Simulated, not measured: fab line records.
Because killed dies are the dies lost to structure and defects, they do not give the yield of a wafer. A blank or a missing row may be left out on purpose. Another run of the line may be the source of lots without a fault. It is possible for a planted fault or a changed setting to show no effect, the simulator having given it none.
Which tool was responsible?	flow n5Finfet	Sampling: 11 lots, 30 wafers, 4 of 1938 route steps

== WHAT THE GAUGES READ, wafer by wafer ==
N5_BEOL_M4_RC_MEAS_101.
lot	measured	on	IOFF_P_LIN (nA/um)
L500	day 7 18:09	prober-01	0.122 0.103
L501	day 8 10:25	prober-02	0.131 0.106 0.110
L502	day 8 23:31	prober-01	0.084 0.101
L504	day 9 03:50	prober-01	0.105 0.110 0.114
L505	day 9 06:07	prober-02	0.100 0.088 0.105
L506	day 9 06:28	prober-01	0.089 0.086 0.116
L507	day 9 07:47	prober-02	0.075 0.092 0.114
L508	day 10 17:14	prober-02	0.095 0.086 0.086
L509	day 10 18:18	prober-01	0.088 0.117
L510	day 10 22:55	prober-02	0.234 0.259 0.247
L511	day 11 15:52	prober-01	0.244 0.246 0.299

== WHICH TOOL RAN EACH LOT (tool, then ch and the chambers of the sampled wafers, then the start) ==
lot	N5_HKMG_FIN_RTA_80	N5_BEOL_M4_SPUTTER_92	N5_BEOL_M4_DEP_57
L500	rtpAnneal-02 ch 0, day 4 02:05	pvdSputter-01, day 7 15:54	pecvd-01 ch 1,2, day 7 17:35
L501	rtpAnneal-02 ch 0, day 4 12:13	pvdSputter-01, day 8 08:52	pecvd-03 ch 0,1,2, day 8 10:17
L502	rtpAnneal-02 ch 0, day 4 15:43	pvdSputter-03, day 8 21:49	pecvd-03 ch 0,1, day 8 23:14
L504	rtpAnneal-02 ch 0, day 5 00:44	pvdSputter-02, day 9 02:07	pecvd-04 ch 0,1,2, day 9 03:43
L505	rtpAnneal-01 ch 0, day 5 07:32	pvdSputter-02, day 9 04:16	pecvd-01 ch 0,1,2, day 9 05:41
L506	rtpAnneal-01 ch 0, day 5 13:56	pvdSputter-01, day 9 04:49	pecvd-03 ch 0,2, day 9 06:14
L507	rtpAnneal-01 ch 0, day 5 20:17	pvdSputter-03, day 9 06:05	pecvd-04 ch 1,2, day 9 07:30
L508	rtpAnneal-01 ch 0, day 6 05:34	pvdSputter-03, day 10 15:23	pecvd-04 ch 0,1,2, day 10 16:48
L509	rtpAnneal-01 ch 0, day 6 07:36	pvdSputter-01, day 10 16:10	pecvd-04 ch 0,1, day 10 17:35
L510	rtpAnneal-01 ch 0, day 6 14:46	pvdSputter-03, day 10 21:13	pecvd-04 ch 1,2, day 10 22:38
L511	rtpAnneal-01 ch 0, day 6 17:30	pvdSputter-02, day 11 14:19	pecvd-03 ch 1,2, day 11 15:44
- N5_HKMG_FIN_RTA_80: time 2 s.
- N5_BEOL_M4_SPUTTER_92: material Cu, target thk 4.5 nm, time 8.29 s.
- N5_BEOL_M4_DEP_57: deposits SiCN from 3MS/NH3, target thk 8 nm, time 14 s.

== THE ANSWER, worked out from the rows above alone ==
Rule: the lots themselves supply what counts as usual. Put in order of their means at a reading, lots are off if they are a third of the lots or fewer, leave a main group of 4 or more, and stand apart from it by a gap of 3 or more times the standard deviation of the main group's means; of several such gaps the widest counts. A main group whose means are all the same, to the digits that the tables above print for the reading, isn't used. Also off: a lot with no number at a reading for which 4 or more lots have one. The other lots that the step has rows for count as sound.
Off: L510, L511, seen at N5_BEOL_M4_RC_MEAS_101 (IOFF_P_LIN). The main group has a mean of 0.101 nA/um with a standard deviation of 0.009.
A tool fits if, at a process step before that reading, it ran every lot that is off, and no sound lot after the first of them. Gauges at N5_BEOL_M4_RC_MEAS_101: tried the same way as those tools. One candidate fits, namely rtpAnneal-01 at N5_HKMG_FIN_RTA_80. A fault onset in the window from L509 (day 6 07:36, its last sound lot) to L510 (day 6 14:46, its first lot off) fits.

== WHAT THE SIMULATOR PUT IN ==
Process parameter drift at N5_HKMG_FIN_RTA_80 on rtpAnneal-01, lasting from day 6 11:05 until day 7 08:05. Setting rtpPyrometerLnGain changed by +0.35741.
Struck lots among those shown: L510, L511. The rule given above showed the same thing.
